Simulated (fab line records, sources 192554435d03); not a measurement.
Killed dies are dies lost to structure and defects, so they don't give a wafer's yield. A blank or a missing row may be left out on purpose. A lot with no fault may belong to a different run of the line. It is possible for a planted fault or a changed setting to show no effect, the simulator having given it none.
A struck lot beside a sound one | flow n5 finfet | 25 steps out of a route of 1938
Sound: the wafers L539.1, L539.4, L539.6. Struck: wafers L538.1, L538.5, L538.6. The cause is named last.
Per side, at each step with rows, come the tool, then ch with its chambers, and then its first start. Under that, the readings that differ: sound wafers | struck wafers | difference of the means | sigmas: that difference in standard deviations of wafers without a fault.
alike: a reading whose means differ by less than 2 such deviations, as well as words and numbers matching on both sides. not compared: withheld readings; readings where some wafer has no value; bounds like >300 that might hide an equal value; numbers whose values overlap and for which the record gives no deviation.
Wherever a step has rows on one side only, a row that says differs or no value, or a row with sigmas, the two part there. Non-overlapping numbers with no deviation appear without sigmas and do not part them. A reading that every wafer of one side lacks parts them only if that side has two wafers or more.

first, 8 steps without rows for these wafers: N5_BEOL_M8_DEVELOP_10 (develop time 30 s); N5_BEOL_M8_DESCUM_16 (chemistry O2, time 7.9 s); N5_BEOL_M8_ETCH_61 (etches SiARC in CF4, target depth 45.5 nm, time 75.8 s); N5_BEOL_M8_ETCH_62 (etches SOC in N2/H2, target depth 110 nm, overetch 22 nm, time 165 s); N5_BEOL_M8_STRIP_68 (strips in N2/H2); N5_BEOL_M8_STRIP_67 (strips in CF4); N5_BEOL_M8_HM_OPEN_17 (chemistry Cl2/BCl3, target TiN, target depth 20 nm, overetch 6 nm); N5_BEOL_M8_STRIP_19 (strips in O2).
N5_BEOL_M8_COAT_63: time 60 s, resist thk 60 nm.
  sound on litho track-01 ch 0, day 13 10:27; struck on litho track-01 ch 0, day 13 22:26
  reading                                  | sound                | struck               | difference | sigmas
  spin speed rpm (rpm)                     | 1500.0 1499.7 1500.7 | 1567.7 1567.4 1567.9 | +67.5      | +78
  model.SOC_of_BEOL_M8_COAT_63.thk nm (nm) | 60 60 60             | 59.2 59.4 59         | -0.8       |
then, 11 steps without rows for these wafers: N5_BEOL_M8_COAT_64 (time 60 s, resist thk 12 nm); N5_BEOL_M8_COAT_71 (time 60 s, resist thk 5 nm); N5_BEOL_M8_COAT_22 (resist thk 30 nm); N5_BEOL_M8_EBR_24; N5_BEOL_M8_SOFTBAKE_23 (time 60 s); N5_BEOL_M8_EXPOSE_25 (exposes mask V7, target cd 40 nm); N5_BEOL_M8_PEB_26 (peb time 60 s); N5_BEOL_M8_DEVELOP_27 (develop time 30 s); N5_BEOL_M8_DESCUM_33 (chemistry O2, time 7 s); N5_BEOL_M8_ETCH_72 (etches underlayer in N2/H2, target depth 6.5 nm, time 5.2 s); N5_BEOL_M8_ETCH_65 (etches SiARC in CF4, target depth 15.6 nm, time 26 s).
N5_BEOL_M8_ETCH_66: etches SOC in N2/H2, target depth 80 nm, overetch 16 nm, time 120 s.
  sound on rie diel-04 ch 0,1, day 13 11:26; struck on rie diel-01 ch 0,2,3, day 13 22:55
  reading                  | sound            | struck            | difference | sigmas
  model.etch.depth nm (nm) | 60.1 60.03 60.09 | 59.17 59.32 59.08 | -0.88      |
  alike: drypump motor current A, oes product au, rf vpp V, showerhead plenum p Torr, throttle valve pct
  not compared: rf hours counter h
then, 2 steps without rows for these wafers: N5_BEOL_M8_STRIP_69 (strips in N2/H2); N5_BEOL_M8_STRIP_73 (strips in N2/H2).
N5_BEOL_M8_VIA_ETCH_34: etches SiCOH lowk in C4F6/O2, target depth 125.5 nm, time 50.5 s.
  sound on rie diel-04 ch 0,1, day 13 11:32; struck on rie diel-01 ch 0,2,3, day 13 23:01
  reading                                  | sound      | struck     | difference | sigmas
  model.SOC_of_BEOL_M8_COAT_63.thk nm (nm) | 54.2 54 54 | 53.2 53 53 | -1.0       |
  alike: drypump motor current A, oes product au, rf vpp V, showerhead plenum p Torr, throttle valve pct
  not compared: rf hours counter h
then, 1 step without rows for these wafers: N5_BEOL_M8_STRIP_76 (strips in C4F6/O2).

== WHERE THEY PART ==
Only at N5_BEOL_M8_COAT_63, as far as this record shows. Later steps at which nothing parts them and some readings are alike: N5_BEOL_M8_ETCH_66, N5_BEOL_M8_VIA_ETCH_34.

WHY: what the simulator had put in
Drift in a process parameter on litho track-01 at N5_BEOL_M8_COAT_63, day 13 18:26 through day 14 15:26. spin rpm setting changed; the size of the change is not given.
